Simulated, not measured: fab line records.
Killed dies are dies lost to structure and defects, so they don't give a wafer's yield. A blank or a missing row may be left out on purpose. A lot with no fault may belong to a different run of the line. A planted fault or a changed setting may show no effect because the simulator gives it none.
Chamber matching    flow nand harc    pecvd-03 running NHARC_A_STAIRCASE_DEP_325: 3 sister chambers
The step deposits SiO2, target thk 3800 nm. 18 wafers are shown with their chamber, then 9 later ones without.

## WAFERS WITH THEIR CHAMBER
wafer   chamber  heater power w (W)
L078.1  1        739
L078.2  0        628
L078.6  1        617
L076.2  1        757
L076.4  2        725
L076.6  0        553
L082.1  2        851
L082.3  0        663
L082.6  0        549
L080.2  0        623
L080.5  1        620
L080.6  2        758
L084.1  1        746
L084.4  2        749
L084.6  0        530
L087.1  2        808
L087.4  2        738
L087.6  1        615

SIGNATURES (averages over the wafers above)
reading         chamber 0  chamber 1  chamber 2  scatter within a chamber
heater power w  591.00     682.33     771.50     58.7
Rule: for a wafer and a chamber, the distance is found by dividing, reading by reading, the gap between the wafer's reading and the chamber's mean by the reading's scatter, squaring, summing and taking the root. If the next closest chamber is less than 2 further off than the closest, the wafer can't be placed; otherwise it belongs to the closest. How the scatter is found: for the shown wafers, subtract from each reading the mean of its chamber, square and add these, divide the total by (wafers less chambers), then take the root.

## WAFERS MISSING THEIR CHAMBER
wafer   heater power w (W)
L091.1  884
L091.3  734
L091.6  602
L095.1  853
L095.5  614
L095.6  536
L096.3  748
L096.4  616
L096.6  547

## THE CHAMBER EACH PASSED THROUGH
wafer   from the rows above           in truth
L091.1  can't be placed: 2 or 1       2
L091.3  can't be placed: 2 or 1 or 0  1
L091.6  can't be placed: 0 or 1       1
L095.1  can't be placed: 2 or 1       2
L095.5  can't be placed: 0 or 1       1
L095.6  can't be placed: 0 or 1       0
L096.3  can't be placed: 2 or 1       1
L096.4  can't be placed: 0 or 1       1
L096.6  can't be placed: 0 or 1       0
Correctly placed: 0 of 9. Not placeable from these rows: 9 (in 9, the candidates include the true chamber). Number placed wrongly: 0.
